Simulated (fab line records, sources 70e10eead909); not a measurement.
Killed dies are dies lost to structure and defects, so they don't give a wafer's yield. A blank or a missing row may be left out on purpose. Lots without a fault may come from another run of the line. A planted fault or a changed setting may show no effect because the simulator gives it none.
Chamber matching | flow nand_harc | NHARC_A_ZERO_WELL_ETCH_13 on rie_si-01: 4 sister chambers
The step etches the open film in HBr/Cl2, target depth 120 nm, time 40.1 s. 4 wafers are shown with their chamber, then 8 later ones without.

WAFERS WITH THEIR CHAMBER
wafer  | chamber | drypump_motor_current_A (A)
L079.6 | 0       | 5.4
L084.3 | 3       | 5.8
L087.2 | 1       | 6.2
L090.4 | 2       | 6.5

WAFERS WITHOUT THEIR CHAMBER
wafer  | drypump_motor_current_A (A)
L090.5 | 6.6
L090.6 | 5.8
L092.1 | 6.2
L092.2 | 5.8
L092.3 | 6.6
L097.2 | 5.8
L097.4 | 6.2
L097.6 | 6.5

WHICH CHAMBER EACH WENT THROUGH
wafer  | from the rows above | in truth
L090.5 | 2                   | 2
L090.6 | 3                   | 3
L092.1 | 1                   | 1
L092.2 | 3                   | 3
L092.3 | 2                   | 2
L097.2 | 3                   | 3
L097.4 | 1                   | 1
L097.6 | 2                   | 2
Placed correctly: 8 of 8. Can't be placed from these rows: 0. Placed wrongly: 0.
How it was worked out, from the rows above alone: a wafer's distance from a chamber is the root of the sum, over the readings, of the square of ((its reading less the chamber's mean) divided by the reading's scatter). The wafer belongs to the nearest chamber; if the next one is less than 2 further off, it can't be placed. A chamber's mean is the mean of its shown wafers. The scatter: with one shown wafer a chamber, the root of the mean of the squares of how far each hidden wafer lies from its nearest shown one.
